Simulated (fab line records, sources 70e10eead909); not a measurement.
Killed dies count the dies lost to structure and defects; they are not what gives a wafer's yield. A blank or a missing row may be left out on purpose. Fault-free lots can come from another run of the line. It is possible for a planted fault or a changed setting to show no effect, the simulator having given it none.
A lot that was struck, set against a sound lot    flow nandHarc    28 out of 1302 route steps
Sound: wafers L233.1, L233.3, L233.4. Struck: wafer L240.1 (L240.3, L240.5, from the same lot, were not struck and are left out); the cause is given at the end.
Order at every step that has rows: each side's tool, ch and its chambers, its first start. Under that, the readings that differ: sound wafers    struck wafers    difference of the means    sigmas: that difference in standard deviations of wafers without a fault.
alike: words and numbers the same on both sides, and readings whose means are apart by under 2 such deviations; not compared: readings that were withheld, readings missing a value for some wafer, numbers with overlapping values and no deviation given by the record, and bounds like >300 which may hide the same value.
A row with sigmas, a row that says differs or no value, or rows on one side alone: a step with any of these is where the two part. When numbers do not overlap yet have no deviation, they are printed without sigmas and do not part them. Lack of a reading on every wafer of one side parts them only where that side has two or more wafers.

first, 5 steps without rows for these wafers: NHARC_P_GATE_STRIP_15 (strips in SPM, time 780 s); NHARC_P_GATE_PRECLEAN_71 (cleans in SC1); NHARC_P_GATE_SRD_72; NHARC_P_GATE_OXIDE_16 (material SiO2, target thk 3 nm, ox time 392 s); NHARC_P_GATE_CVD_17 (deposits poly-Si, target thk 150 nm, time 900 s).
NHARC_P_GATE_HM_DEP_102: deposits aC, target thk 120 nm.
  sound on aclDep-03 ch 0, day 6 16:15; struck on aclDep-01 ch 0, day 9 18:58
  alike: throttleValvePct
NHARC_P_GATE_DEP_103: deposits SiON, target thk 30 nm.
  sound on pecvd-04 ch 0,2, day 6 16:54; struck on pecvd-01 ch 1, day 9 19:38
  alike: heaterPowerW
then, 5 steps without rows for these wafers: NHARC_P_GATE_DEHYDRATE_18 (time 120 s); NHARC_P_GATE_HMDS_19 (time 30 s); NHARC_P_GATE_COAT_20 (resist thk 90 nm); NHARC_P_GATE_SOFTBAKE_21 (time 55 s); NHARC_P_GATE_EBR_22.
NHARC_P_GATE_EXPOSE_23: exposes mask P GATE, target cd 120 nm.
  sound on arfiScanner-03 ch 0, day 6 17:26; struck on arfiScanner-03 ch 0, day 9 20:10
  alike: mask
then, 2 steps without rows for these wafers: NHARC_P_GATE_PEB_24 (peb time 65 s); NHARC_P_GATE_DEVELOP_25 (develop time 35 s).
NHARC_P_GATE_CD_MEAS_26: target cd 120 nm.
  sound on cdSem-02 ch 0, day 6 17:34; struck on cdSem-03 ch 0, day 9 20:19
reading    sound              struck  difference  sigmas
cdNm (nm)  121.0 121.4 120.5  94.4    -26.6       -34
NHARC_P_GATE_OVL_MEAS_27:
  sound: overlay-02 at day 6 17:40; struck: overlay-01 at day 9 20:24
reading          sound        struck  difference  sigmas
overlayXNm (nm)  1.8 1.6 1.2  -0.3    -1.8        -2
  alike: overlayYNm
NHARC_P_GATE_INSPECT_28:
  sound: defectInspect-01 at day 6 17:42; struck: defectInspect-01 at day 9 20:26
  alike: rawDefectCount
NHARC_P_GATE_DESCUM_31: chemistry O2, time 3 s.
  sound on rieDiel-09 ch 0,1,3, day 6 17:46; struck on rieDiel-05 ch 0, day 9 20:30
reading                 sound              struck  difference  sigmas
model.P_GATE.cdNm (nm)  120.7 119.8 120.9  95.06   -25.41      
  alike: chamberPressureMTorr, drypumpMotorCurrentA, oesProductAu, rfVppV, showerheadPlenumPTorr, throttleValvePct
  not compared: rfHoursCounterH
NHARC_P_GATE_ETCH_104: etches the open film in CF4/CHF3, target depth 60 nm.
  sound on rieDiel-09 ch 0,1,2, day 6 17:50; struck on rieDiel-05 ch 2, day 9 20:35
reading              sound              struck  difference  sigmas
oesProductAu (a.u.)  0.978 0.982 0.950  0.908   -0.062      -3
  alike: chamberPressureMTorr, drypumpMotorCurrentA, rfVppV, showerheadPlenumPTorr, throttleValvePct
NHARC_P_GATE_HM_OPEN_105: chemistry O2/COS, target depth 360 nm.
  sound: rieDiel-09 ch 0,1,3; struck: rieDiel-05 ch 0
  alike: chamberPressureMTorr, drypumpMotorCurrentA, oesProductAu, rfVppV, showerheadPlenumPTorr, throttleValvePct
  not compared: rfHoursCounterH
then, 2 steps without rows for these wafers: NHARC_P_GATE_STRIP_106 (strips in O2/COS); NHARC_P_GATE_ETCH_114 (etches the open film in CF4/O2, target depth 30 nm, overetch 3 nm, time 16.5 s).
NHARC_P_GATE_ETCH_32: etches the open film in HBr/Cl2, target depth 150 nm, time 100.1 s.
  sound on rieSi-01 ch 0,2,3, day 6 18:13; struck on rieSi-02 ch 3, day 9 20:58
reading                       sound                 struck  difference  sigmas
chamberPressureMTorr (mTorr)  14.990 15.008 14.993  15.030  +0.033      +2
mfcCl2Sccm (sccm)             49.96 50.07 49.84     50.24   +0.28       +2
rfHoursCounterH (h)           0.77 0.73 0.65        0.59    -0.13       
model.P_GATE.cdNm (nm)        117.7 118.1 115       89.96   -26.97      
  alike: drypumpMotorCurrentA, oesProductAu, throttleValvePct
NHARC_P_GATE_STRIP_108: strips in O2.
  sound on rieDiel-13 ch 0,1,3, day 6 18:23; struck on rieDiel-05 ch 0, day 9 21:07
reading                   sound        struck  difference  sigmas
drypumpMotorCurrentA (A)  5.6 4.8 5.4  6.6     +1.3        +3
rfHoursCounterH (h)       5.0 6.5 8.1  8.9     +2.4        
  alike: chamberPressureMTorr, oesProductAu, rfVppV, showerheadPlenumPTorr, throttleValvePct
NHARC_P_GATE_CD_MEAS_33:
  sound: cdSem-03 at day 6 18:34; struck: cdSem-02 at day 9 21:18
reading    sound        struck  difference  sigmas
cdNm (nm)  118 118 115  89      -28         -8
then, 1 step without rows for these wafers: NHARC_P_GATE_STRIP_35 (strips in SPM, time 600 s).
-- break in the record here, with 20 days between the starts of the struck wafers on either side (left off in module P_GATE, picked up again in module END, where the first step shown is number 1302 on the route) --
NHARC_END_SORT_01:
  here the record holds rows for the struck wafers (prober-01 ch 0, day 29 13:13) but none for the sound ones

WHERE THEY PART
At NHARC_P_GATE_CD_MEAS_26 first; at NHARC_END_SORT_01 last (within this record only).

WHY: the cause the simulator had injected
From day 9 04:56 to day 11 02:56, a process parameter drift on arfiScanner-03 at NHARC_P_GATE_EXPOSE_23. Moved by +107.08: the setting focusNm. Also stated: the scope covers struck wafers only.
